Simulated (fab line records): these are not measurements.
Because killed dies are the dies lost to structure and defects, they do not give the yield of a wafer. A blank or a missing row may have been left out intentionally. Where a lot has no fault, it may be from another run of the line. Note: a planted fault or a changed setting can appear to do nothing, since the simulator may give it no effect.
Chamber matching :: flow nand-harc :: 3 sister chambers for NHARC_A_CONTACT_DEP_85 on pecvd-01
The step deposits SiON, target thk 60 nm. 6 wafers are shown with their chamber, then 10 later ones without.

EACH WAFER AND ITS CHAMBER
wafer: L083.2
chamber: 0
heater-power-w (W): 877

wafer: L086.3
chamber: 0
heater-power-w (W): 790

wafer: L085.2
chamber: 1
heater-power-w (W): 647

wafer: L085.4
chamber: 2
heater-power-w (W): 744

wafer: L087.1
chamber: 1
heater-power-w (W): 721

wafer: L087.4
chamber: 2
heater-power-w (W): 747

WAFERS WHOSE CHAMBER IS MISSING
wafer: L087.6
heater-power-w (W): 733

wafer: L088.1
heater-power-w (W): 741

wafer: L088.2
heater-power-w (W): 736

wafer: L088.5
heater-power-w (W): 752

wafer: L090.1
heater-power-w (W): 957

wafer: L090.2
heater-power-w (W): 738

wafer: L090.3
heater-power-w (W): 705

wafer: L090.4
heater-power-w (W): 696

wafer: L090.5
heater-power-w (W): 968

wafer: L090.6
heater-power-w (W): 749

WHICH CHAMBER EACH ONE RAN IN
wafer: L087.6
from the rows above: can't be placed: 2 or 1 or 0
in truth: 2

wafer: L088.1
from the rows above: can't be placed: 2 or 1 or 0
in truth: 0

wafer: L088.2
from the rows above: can't be placed: 2 or 1 or 0
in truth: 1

wafer: L088.5
from the rows above: can't be placed: 2 or 1 or 0
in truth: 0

wafer: L090.1
from the rows above: can't be placed: 0 or 2
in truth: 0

wafer: L090.2
from the rows above: can't be placed: 2 or 1 or 0
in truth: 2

wafer: L090.3
from the rows above: can't be placed: 1 or 2
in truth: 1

wafer: L090.4
from the rows above: can't be placed: 1 or 2
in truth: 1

wafer: L090.5
from the rows above: can't be placed: 0 or 2
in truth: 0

wafer: L090.6
from the rows above: can't be placed: 2 or 1 or 0
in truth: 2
0 of 10 placed correctly. From these rows, 10 cannot be placed; in 10 the true chamber is one of the candidates. 0 placed wrongly.
How it was worked out, from the rows above alone: a wafer's distance from a chamber is the root of the sum, over the readings, of the square of ((its reading less the chamber's mean) divided by the reading's scatter). The wafer belongs to the nearest chamber; if the next one is less than 2 further off, it can't be placed. Each chamber's mean is taken over the wafers shown for it. How the scatter is found: for the shown wafers, subtract from each reading the mean of its chamber, square and add these, divide the total by (wafers less chambers), then take the root.
